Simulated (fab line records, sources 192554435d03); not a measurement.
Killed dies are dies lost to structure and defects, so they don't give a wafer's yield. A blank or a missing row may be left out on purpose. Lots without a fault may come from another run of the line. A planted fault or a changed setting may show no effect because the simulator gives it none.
Chamber matching | flow n5_finfet | N5_BEOL_M4_PRE_CLEAN_60 on cvd_co-02: 3 sister chambers
The step time 15 s. 48 wafers are shown with their chamber, then 12 later ones without.

WAFERS WITH THEIR CHAMBER
wafer  | chamber | heater_power_w (W)
L075.1 | 0       | 99
L075.2 | 1       | 148
L075.3 | 2       | 74
L075.4 | 2       | 73
L075.5 | 0       | 98
L075.6 | 1       | 148
L077.2 | 2       | 73
L077.4 | 2       | 75
L077.5 | 1       | 155
L078.3 | 2       | 76
L078.4 | 1       | 148
L078.5 | 1       | 152
L080.1 | 1       | 150
L080.2 | 0       | 97
L080.5 | 2       | 75
L082.1 | 2       | 76
L082.3 | 1       | 154
L082.6 | 1       | 146
L081.2 | 0       | 97
L081.3 | 2       | 75
L081.4 | 2       | 75
L083.2 | 1       | 148
L083.3 | 0       | 97
L083.6 | 0       | 99
L085.1 | 1       | 149
L085.4 | 1       | 153
L085.5 | 0       | 97
L087.3 | 0       | 95
L087.4 | 0       | 98
L087.6 | 2       | 77
L086.4 | 0       | 97
L086.5 | 2       | 75
L086.6 | 1       | 150
L089.1 | 1       | 152
L089.2 | 0       | 97
L089.4 | 1       | 150
L088.1 | 0       | 98
L088.4 | 1       | 150
L088.6 | 0       | 97
L091.1 | 0       | 99
L091.3 | 1       | 153
L091.6 | 1       | 150
L092.3 | 2       | 76
L092.5 | 1       | 152
L092.6 | 2       | 78
L093.2 | 0       | 97
L093.4 | 2       | 75
L093.6 | 1       | 152

SIGNATURES (means of the wafers above)
reading        | chamber 0 | chamber 1 | chamber 2 | scatter within a chamber
heater_power_w | 97.47     | 150.53    | 75.21     | 1.78
Rule: a wafer's distance from a chamber is the root of the sum, over the readings, of the square of ((its reading less the chamber's mean) divided by the reading's scatter). The wafer belongs to the nearest chamber; if the next one is less than 2 further off, it can't be placed. The scatter: the root of (the sum of the squares of (reading less its chamber's mean) over the shown wafers, divided by (wafers less chambers)).

WAFERS WITHOUT THEIR CHAMBER
wafer  | heater_power_w (W)
L094.1 | 151
L094.5 | 149
L094.6 | 99
L095.2 | 96
L095.4 | 99
L095.6 | 78
L096.1 | 152
L096.2 | 100
L096.6 | 77
L097.2 | 76
L097.3 | 99
L097.5 | 78

WHICH CHAMBER EACH WENT THROUGH
wafer  | from the rows above | in truth
L094.1 | 1                   | 1
L094.5 | 1                   | 1
L094.6 | 0                   | 0
L095.2 | 0                   | 0
L095.4 | 0                   | 0
L095.6 | 2                   | 2
L096.1 | 1                   | 1
L096.2 | 0                   | 0
L096.6 | 2                   | 2
L097.2 | 2                   | 2
L097.3 | 0                   | 0
L097.5 | 2                   | 2
Placed correctly: 12 of 12. Can't be placed from these rows: 0. Placed wrongly: 0.
